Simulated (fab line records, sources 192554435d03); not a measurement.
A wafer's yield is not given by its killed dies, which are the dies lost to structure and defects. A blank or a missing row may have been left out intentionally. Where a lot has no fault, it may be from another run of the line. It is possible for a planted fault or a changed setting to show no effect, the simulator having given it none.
A lot that was struck, set against a sound lot / flow n5Finfet / 16 steps out of a route of 1938
Sound: these wafers, L517.1, L517.4, L517.6. Struck: wafers L534.3, L534.4, L534.6. At the end, the cause is stated.
Order at every step that has rows: each side's tool, ch and its chambers, its first start. Under that, the readings that differ: sound wafers / struck wafers / difference of the means / sigmas: that difference in standard deviations of wafers without a fault.
alike: same words and numbers on both sides, and readings whose means sit less than 2 such deviations apart. not compared: any withheld reading, any reading some wafer has no value for, any bound like >300 that may hide the same value, and any number with overlapping values for which the record gives no deviation.
Wherever a step has rows on one side only, a row that says differs or no value, or a row with sigmas, the two part there. When numbers do not overlap yet have no deviation, they are printed without sigmas and do not part them. A reading missing from all wafers of one side parts the sides only when that side holds two or more wafers.

first, 1 step without rows for these wafers: N5_BEOL_M2_PRE_CLEAN_45 (time 30 s).
N5_BEOL_M2_ALD_84: deposits TaN, pulse time 2 s, purge time 3 s, co reactant purge time 2 s.
  sound on aldMetal-02 ch 0,3, day 6 20:03; struck on aldMetal-03 ch 1,3, day 11 03:31
  alike: heaterPowerOuterW, heaterPowerW
then, 4 steps without rows for these wafers: N5_BEOL_M2_SURFACE_TREAT_85; N5_BEOL_M2_CVD_47 (deposits Co from CCTBA/H2, target thk 3 nm, time 223.8 s); N5_BEOL_M2_SPUTTER_48 (material Cu, target thk 4.5 nm, time 8.29 s); N5_BEOL_M2_ANNEAL_49 (time 240 s).
N5_BEOL_M2_SPUTTER_79: material Cu, target thk 4.5 nm, time 8.29 s.
  sound on pvdSputter-02, day 6 20:47; struck on pvdSputter-03, day 11 04:13
  alike: chamberPressurePa, chuckGasFlowSccm, chuckSensorTempC, throttleValvePct
N5_BEOL_M2_ANNEAL_80: time 240 s.
  sound on pvdSputter-02, day 6 20:52; struck on pvdSputter-03, day 11 04:18
  alike: heaterPowerW
N5_BEOL_M2_SPUTTER_81: material Cu, target thk 4.5 nm, time 8.29 s.
  sound on pvdSputter-02, day 6 21:01; struck on pvdSputter-03, day 11 04:26
  alike: chamberPressurePa, chuckGasFlowSccm, chuckSensorTempC, throttleValvePct
then, 3 steps without rows for these wafers: N5_BEOL_M2_ANNEAL_82 (time 240 s); N5_BEOL_M2_SPUTTER_86 (material Cu, target thk 4.5 nm, time 8.29 s); N5_BEOL_M2_ANNEAL_87 (time 240 s).
N5_BEOL_M2_SPUTTER_88: material Cu, target thk 4.5 nm, time 8.29 s.
  sound on pvdSputter-02, day 6 21:27; struck on pvdSputter-03, day 11 04:53
  no value came back on the struck wafers for chamberPressurePa (Pa), chuckGasFlowSccm (sccm), chuckSensorTempC (C), throttleValvePct (%); on the sound wafers chamberPressurePa (Pa) reads 0.06994 0.06994 0.07017
N5_BEOL_M2_ANNEAL_89: time 240 s.
  sound on pvdSputter-02, day 6 21:32; struck on pvdSputter-03, day 11 04:58
  alike: heaterPowerW
N5_BEOL_M4_RC_MEAS_101:
  sound on prober-01 ch 0, day 7 19:10; struck on prober-01 ch 0, day 12 05:46
reading=DIBL_P (mV/V); sound=34.5 31.2 34.5; struck=40.6 37.7 36.9; difference=+5.0; sigmas=+2
  alike: DIBL_N, IOFF_N, IOFF_P, ION_N, ION_P, SS_N, SS_P, VT_N, VT_P
-- a jump in the record: the struck wafers' starts before and after are 4 days apart (it breaks off in module BEOL_M4 and resumes in module PASSIVATION, where the first step shown is number 1936 of the route) --
N5_PASSIVATION_PROBE_49:
  sound on prober-01, day 12 00:34; struck on prober-01, day 16 07:38
  alike: defectLimitedYield, killed_at_M0_to_M3, killed_at_M4_up, killedAtContacts, killedAtFrontEnd, killedAtOther, killedDies, killedOpen, killedShort, sort_bin_4_leakage, sort_bin_5_function, sort_bin_6_memory, sortNPass, sortYieldPct

## WHERE THEY PART
First at N5_BEOL_M2_SPUTTER_88; last, within this record, at N5_BEOL_M4_RC_MEAS_101. Later steps at which nothing parts them and some readings are alike: N5_PASSIVATION_PROBE_49.

WHY: whatever the simulator had introduced
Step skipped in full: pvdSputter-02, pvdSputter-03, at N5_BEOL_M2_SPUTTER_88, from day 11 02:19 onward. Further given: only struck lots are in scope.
